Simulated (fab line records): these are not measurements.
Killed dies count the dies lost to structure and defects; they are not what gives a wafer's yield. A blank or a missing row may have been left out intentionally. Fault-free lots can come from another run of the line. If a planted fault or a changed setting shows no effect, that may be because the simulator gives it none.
Split-lot experiment :: flow n5-finfet :: 21 wafers read across 7 lots, on a route 1938 steps long

== ABOUT THE SPLIT ==
At N5_BEOL_M9_EXPOSE_08 (exposes mask M9), the setting dose-mj was moved away from the recipe's 53.75 on 6 of the 21 wafers read, by -7.3% to +4.7%. For the rest of the wafers, this setting stayed at what the recipe calls for.

== FROM THE SPLIT TO THE READING: what the file shows between them, 14 steps ==
- N5_BEOL_M9_PEB_09: peb time 60 s
- N5_BEOL_M9_DEVELOP_10: develop time 30 s
- N5_BEOL_M9_CD_MEAS_11: target cd 64.1 nm
- N5_BEOL_M9_STRIP_68: strips in N2/H2
- N5_BEOL_M9_STRIP_67: strips in CF4
- N5_BEOL_M9_HM_OPEN_17: chemistry Cl2/BCl3, target TiN, target depth 20 nm, overetch 6 nm
- N5_BEOL_M9_STRIP_19: strips in O2
- N5_BEOL_M9_CD_MEAS_18: pitch 140 nm, target cd 70 nm
- N5_BEOL_M9_ETCH_66: etches SOC in N2/H2, target depth 80 nm, overetch 16 nm, time 120 s (also split here: bias-w)
- N5_BEOL_M9_TRENCH_ETCH_37: etches SiCOH lowk in C4F6/O2, target depth 151.43 nm, time 49 s (also split here: source-w)
- N5_BEOL_M9_ETCH_41: etches SiCN in CH3F/O2, target depth 36.6 nm, time 70.1 s
- N5_BEOL_M9_STRIP_80: strips in N2/H2, time 10 s
- N5_BEOL_M9_PRECLEAN_42: cleans in residue remover, time 60 s
- N5_BEOL_M9_SRD_43: time 30 s

== THE READING ==
cd-nm, in nm, at N5_BEOL_M9_CD_MEAS_35 (target cd 70 nm, target cd y 40 nm). On this fab line, fault-free wafers typically give 70.3 nm with a standard deviation of 0.81 nm.

wafer: L077.3
tool, chamber at the split: arfi-scanner-02, 0
dose-mj as run: 53.75
against the recipe: recipe
cd-nm, nm: 70.7
against lot-mates on the recipe: -

wafer: L077.5
tool, chamber at the split: arfi-scanner-02, 0
dose-mj as run: 53.75
against the recipe: recipe
cd-nm, nm: 71.3
against lot-mates on the recipe: -

wafer: L077.6
tool, chamber at the split: arfi-scanner-02, 0
dose-mj as run: 53.75
against the recipe: recipe
cd-nm, nm: 70.8
against lot-mates on the recipe: -

wafer: L078.1
tool, chamber at the split: arfi-scanner-01, 0
dose-mj as run: 53.75
against the recipe: recipe
cd-nm, nm: 70.9
against lot-mates on the recipe: -

wafer: L078.2
tool, chamber at the split: arfi-scanner-01, 0
dose-mj as run: 53.75
against the recipe: recipe
cd-nm, nm: 72.3
against lot-mates on the recipe: -

wafer: L078.4
tool, chamber at the split: arfi-scanner-01, 0
dose-mj as run: 53.75
against the recipe: recipe
cd-nm, nm: 70.8
against lot-mates on the recipe: -

wafer: L079.1
tool, chamber at the split: arfi-scanner-03, 0
dose-mj as run: 49.81
against the recipe: -7.3%
cd-nm, nm: 66.1
against lot-mates on the recipe: -4.8

wafer: L079.2
tool, chamber at the split: arfi-scanner-03, 0
dose-mj as run: 49.81
against the recipe: -7.3%
cd-nm, nm: 64.9
against lot-mates on the recipe: -6.0

wafer: L079.6
tool, chamber at the split: arfi-scanner-03, 0
dose-mj as run: 53.75
against the recipe: recipe
cd-nm, nm: 70.9
against lot-mates on the recipe: -

wafer: L082.4
tool, chamber at the split: arfi-scanner-03, 0
dose-mj as run: 53.75
against the recipe: recipe
cd-nm, nm: 69.7
against lot-mates on the recipe: -

wafer: L082.5
tool, chamber at the split: arfi-scanner-03, 0
dose-mj as run: 53.75
against the recipe: recipe
cd-nm, nm: 70.4
against lot-mates on the recipe: -

wafer: L082.6
tool, chamber at the split: arfi-scanner-03, 0
dose-mj as run: 56.26
against the recipe: +4.7%
cd-nm, nm: 73.5
against lot-mates on the recipe: +3.4

wafer: L085.2
tool, chamber at the split: arfi-scanner-03, 0
dose-mj as run: 53.75
against the recipe: recipe
cd-nm, nm: 68.2
against lot-mates on the recipe: -

wafer: L085.3
tool, chamber at the split: arfi-scanner-03, 0
dose-mj as run: 53.75
against the recipe: recipe
cd-nm, nm: 69.1
against lot-mates on the recipe: -

wafer: L085.6
tool, chamber at the split: arfi-scanner-03, 0
dose-mj as run: 53.75
against the recipe: recipe
cd-nm, nm: 70.1
against lot-mates on the recipe: -

wafer: L088.3
tool, chamber at the split: arfi-scanner-01, 0
dose-mj as run: 55.39
against the recipe: +3.1%
cd-nm, nm: 71.2
against lot-mates on the recipe: +2.2

wafer: L088.4
tool, chamber at the split: arfi-scanner-01, 0
dose-mj as run: 55.39
against the recipe: +3.1%
cd-nm, nm: 71.4
against lot-mates on the recipe: +2.4

wafer: L088.5
tool, chamber at the split: arfi-scanner-01, 0
dose-mj as run: 53.75
against the recipe: recipe
cd-nm, nm: 69.0
against lot-mates on the recipe: -

wafer: L090.4
tool, chamber at the split: arfi-scanner-03, 0
dose-mj as run: 53.75
against the recipe: recipe
cd-nm, nm: 70.9
against lot-mates on the recipe: -

wafer: L090.5
tool, chamber at the split: arfi-scanner-03, 0
dose-mj as run: 56.24
against the recipe: +4.6%
cd-nm, nm: 74.1
against lot-mates on the recipe: +4.3

wafer: L090.6
tool, chamber at the split: arfi-scanner-03, 0
dose-mj as run: 53.75
against the recipe: recipe
cd-nm, nm: 68.7
against lot-mates on the recipe: -

FIT RESULTS
A straight line over all 21 wafers: cd-nm changes by +0.644 nm for each +1% of dose-mj; r = +0.88; the points scatter about the line by 1 nm.
The same after taking each lot's own level away (the mean of its wafers on the recipe; 21 wafers): +0.763 nm for each +1%; r = +0.96; scatter 0.63 nm.
Per that fit: largest dose-mj move, reading shift of 5.6 nm.
Measured against the standard deviation above, the lots' own levels, which go from 69.00 to 71.33 nm, span 2.9 times it.
So the lot-to-lot level changes the slope: the two fits differ.
Check: with one of the wafers moved furthest among these (-7.3%) left out of the fit, the line predicts -5.98 nm for it against its lot-mates. It came out at -4.8 nm against them.

== THE OTHER SPLITS THESE WAFERS WENT THROUGH ==
Other splits were also applied to these wafers ahead of the reading. Each is held against what the fit with the lots' levels taken away leaves over:
other split on the same wafers: N5_BEOL_M9_ETCH_66 bias-w
wafers away from the commonest value: 5
r with cd-nm (lot level and that fit taken away): -0.29

other split on the same wafers: N5_BEOL_M9_TRENCH_ETCH_37 source-w
wafers away from the commonest value: 5
r with cd-nm (lot level and that fit taken away): +0.35

== THE WHOLE CHAIN: every reading that the file lists as answering this split, in the file's order ==
step: N5_BEOL_M9_CD_MEAS_11
what it does: target cd 64.1 nm
reading: cd-nm
change (the file's fit): +0.745 nm for each +1% of the setting
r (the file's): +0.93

step: N5_BEOL_M9_CD_MEAS_18
what it does: pitch 140 nm, target cd 70 nm
reading: cd-nm
change (the file's fit): +0.77 nm for each +1% of the setting
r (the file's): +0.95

step: N5_BEOL_M9_CD_MEAS_35
what it does: target cd 70 nm, target cd y 40 nm
reading: cd-nm
change (the file's fit): +0.78 nm for each +1% of the setting
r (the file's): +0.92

== THE FILE'S OWN FIT ==
cd-nm changes by +0.78 nm for each +1% of dose-mj, r = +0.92.
